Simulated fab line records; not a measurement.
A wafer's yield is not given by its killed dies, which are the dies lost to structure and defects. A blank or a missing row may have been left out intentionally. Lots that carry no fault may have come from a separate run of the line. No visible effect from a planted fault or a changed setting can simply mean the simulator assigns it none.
Which of the tools did it? ; flow n5Finfet ; Sampling: 11 lots, 33 wafers, 6 of 1938 route steps

## WHAT THE GAUGES SHOWED, per wafer
N5_PASSIVATION_INSPECT_64: inspects for defects (macro).
lot;measured;on;rawDefectCount
L366;day 12 15:55;defectInspect-01;2 4 1
L365;day 12 17:28;defectInspect-01;0 1 1
L369;day 13 14:07;defectInspect-01;0 0 4
L374;day 14 20:09;defectInspect-02;5 0 1
L375;day 15 01:56;defectInspect-01;2 3 0
L373;day 15 14:55;defectInspect-02;1 2 0
L377;day 15 19:50;defectInspect-01;3 2 1
L382;day 16 15:49;defectInspect-01;1 1 3
L381;day 17 02:20;defectInspect-02;3 4 3
L383;day 17 11:56;defectInspect-02;3 3 1
L386;day 18 02:55;defectInspect-01;1 1 3

N5_PASSIVATION_OVL_MEAS_66.
lot;measured;on;PASS_OPEN_OVL (nm)
L366;day 12 17:56;overlay-01;2 -1 4
L365;day 12 19:38;overlay-01;-2 -8 4
L369;day 13 16:00;overlay-01;7 9 0
L374;day 14 22:10;overlay-01;3 0 -3
L375;day 15 03:41;overlay-02;5 4 9
L373;day 15 16:40;overlay-01;-2 -5 -6
L377;day 15 21:51;overlay-02;7 4 2
L382;day 16 18:22;overlay-02;0 0 -3
L381;day 17 04:04;overlay-02;7 4 11
L383;day 17 13:46;overlay-01;-2 0 4
L386;day 18 04:44;overlay-02;-4 -5 -3

N5_PASSIVATION_INSPECT_57: inspects for defects (macro).
lot;measured;on;rawDefectCount
L366;day 12 21:53;defectInspect-02;2 0 1
L365;day 13 00:45;defectInspect-02;4 2 5
L369;day 13 19:30;defectInspect-01;0 2 1
L374;day 15 01:38;defectInspect-02;93 108 91
L375;day 15 07:08;defectInspect-02;90 107 112
L373;day 15 20:30;defectInspect-01;91 84 118
L377;day 16 01:19;defectInspect-02;3 4 4
L382;day 16 22:47;defectInspect-02;1 2 3
L381;day 17 07:31;defectInspect-01;3 1 0
L383;day 17 17:48;defectInspect-01;3 6 4
L386;day 18 08:23;defectInspect-01;1 0 1

## WHAT TOOL EACH LOT RAN ON (gives the tool, then ch and the chambers of the sampled wafers, and finally the start)
lot;N5_PASSIVATION_PRE_CLEAN_19;N5_PASSIVATION_STRIP_48;N5_PASSIVATION_PROBE_49
L366;pvdSputter-03, day 12 15:08;rieDiel-06 ch 0,2,3, day 12 18:38;-
L365;pvdSputter-02, day 12 16:41;rieDiel-05 ch 2,3, day 12 20:29;-
L369;pvdSputter-03, day 13 13:19;rieDiel-04 ch 0,3, day 13 16:37;-
L374;pvdSputter-03, day 14 19:29;rieDiel-06 ch 1,2, day 14 22:46;prober-02, day 15 01:22
L375;pvdSputter-01, day 15 01:09;rieDiel-05 ch 0,2,3, day 15 04:18;-
L373;pvdSputter-03, day 15 14:07;rieDiel-05 ch 1,2, day 15 17:38;-
L377;pvdSputter-03, day 15 19:02;rieDiel-06 ch 0,3, day 15 22:28;-
L382;pvdSputter-03, day 16 15:09;rieDiel-06 ch 1,2,3, day 16 19:56;-
L381;pvdSputter-02, day 17 01:23;rieDiel-06 ch 1,2,3, day 17 04:40;-
L383;pvdSputter-03, day 17 11:08;rieDiel-06 ch 0,1,2, day 17 14:24;-
L386;pvdSputter-01, day 18 02:14;rieDiel-06 ch 0,1,3, day 18 05:32;-
- N5_PASSIVATION_PRE_CLEAN_19
- N5_PASSIVATION_STRIP_48: strips in O2.
- N5_PASSIVATION_PROBE_49

## WHAT THE TOOLS THEMSELVES READ (means of the sampled wafers that have a number; where no wafer has one, the mark that the record gives instead)
N5_PASSIVATION_PRE_CLEAN_19.
lot;tool;heaterPowerW (W)
L366;pvdSputter-03;459
L365;pvdSputter-02;462
L369;pvdSputter-03;462
L374;pvdSputter-03;444
L375;pvdSputter-01;481
L373;pvdSputter-03;498
L377;pvdSputter-03;523
L382;pvdSputter-03;436
L381;pvdSputter-02;432
L383;pvdSputter-03;490
L386;pvdSputter-01;509

N5_PASSIVATION_STRIP_48.
lot;tool;chamberPressureMTorr (mTorr);drypumpMotorCurrentA (A);oesProductAu (a.u.);rfVppV (V);showerheadPlenumPTorr (Torr);throttleValvePct (%)
L366;rieDiel-06;29.95;6.1;0.78;3.5;2.10;16.43
L365;rieDiel-05;30.06;5.8;0.87;2.6;2.11;16.25
L369;rieDiel-04;29.96;5.6;0.84;5.3;2.13;16.41
L374;rieDiel-06;-;-;-;-;-;-
L375;rieDiel-05;-;-;-;-;-;-
L373;rieDiel-05;-;-;-;-;-;-
L377;rieDiel-06;30.04;6.4;0.81;3.9;2.17;16.26
L382;rieDiel-06;29.91;6.2;0.81;2.9;2.13;16.56
L381;rieDiel-06;30.00;6.3;0.80;2.9;2.13;16.52
L383;rieDiel-06;29.94;6.0;0.73;6.0;2.08;16.76
L386;rieDiel-06;29.98;6.3;0.80;7.1;2.16;16.47

N5_PASSIVATION_PROBE_49.
lot;tool;defectLimitedYield (%);killed_at_M0_to_M3;killed_at_M4_up;killedAtContacts;killedAtFrontEnd;killedAtOther;killedDies;killedOpen;killedShort;sort_bin_5_function (%);sort_bin_6_memory (%);sortNPass;sortYieldPct (%)
L374;prober-02;91.5;34;11;6;45;4.0;100;68;29;4.4;3.6;1080;91.5

## THE ANSWER, worked out from the rows above alone
Rule: what is usual is taken from the lots themselves. Put in order of their means at a reading, lots are off if they are a third of the lots or fewer, leave a main group of 4 or more, and stand apart from it by a gap of 3 or more times the standard deviation of the main group's means; of several such gaps the widest counts. If all means in a main group match to the digits the tables above print for the reading, that group is not used. A lot without any number at a reading at which 4 lots or more have one is off too. All remaining lots with rows at the step are treated as sound. First the gauges in route order, then the tools' own readings, where a lot's mean is used as printed above. At the first step where some lot is off, the reading lying furthest off is the one used; lots without a number count as furthest.
Off at N5_PASSIVATION_INSPECT_57 (rawDefectCount): L374, L375, L373. The main group: mean 2.2, standard deviation 1.4.
If a tool, at a process step before that reading, ran all the lots that are off and no sound lot after the first of them, it fits. The gauges at N5_PASSIVATION_INSPECT_57 aren't tried: what is off there is off at N5_PASSIVATION_STRIP_48 too, on other tools, and a gauge's error can't cause that. Of those tried, none fits.

## WHAT THE SIMULATOR PUT IN
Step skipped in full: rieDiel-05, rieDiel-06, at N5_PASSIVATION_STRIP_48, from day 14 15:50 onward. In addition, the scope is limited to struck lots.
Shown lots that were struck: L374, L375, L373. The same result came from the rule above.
